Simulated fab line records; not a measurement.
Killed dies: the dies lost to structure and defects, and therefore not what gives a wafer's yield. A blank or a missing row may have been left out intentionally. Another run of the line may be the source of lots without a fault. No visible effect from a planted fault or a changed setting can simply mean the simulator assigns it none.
Matching of chambers ; flow n5 finfet ; N5_BEOL_M15_TRENCH_ETCH_34 on rie diel-05 has 4 sister chambers
The step etches SiO2 in C4F8/O2/Ar, target depth 872.93 nm, time 199 s. 8 wafers are shown with their chamber, then 7 later ones without.

WAFERS, EACH WITH ITS CHAMBER
wafer;chamber;rf vpp V (V);drypump motor current A (A)
L078.2;2;2286;5.3
L083.2;0;2252;5.9
L083.6;0;2250;6.0
L091.2;2;2285;5.3
L091.3;3;2162;6.3
L091.6;1;2202;6.1
L095.1;1;2202;6.1
L095.3;3;2163;6.2

WAFERS WHOSE CHAMBER IS MISSING
wafer;rf vpp V (V);drypump motor current A (A)
L095.6;2203;6.1
L093.1;2282;5.3
L093.2;2201;6.1
L093.5;2164;6.2
L096.2;2249;5.9
L096.5;2162;6.2
L096.6;2249;5.9

THE CHAMBER EACH PASSED THROUGH
wafer;from the rows above;in truth
L095.6;1;1
L093.1;2;2
L093.2;1;1
L093.5;3;3
L096.2;0;0
L096.5;3;3
L096.6;0;0
7 of 7 placed correctly. Not placeable from these rows: 0. Wrongly placed: 0.
How it was worked out, from the rows above alone: a wafer's distance from a chamber is the root of the sum, over the readings, of the square of ((its reading less the chamber's mean) divided by the reading's scatter). If the next closest chamber is less than 2 further off than the closest, the wafer can't be placed; otherwise it belongs to the closest. The mean given for a chamber averages the wafers shown for that chamber. How the scatter is found: for the shown wafers, subtract from each reading the mean of its chamber, square and add these, divide the total by (wafers less chambers), then take the root.
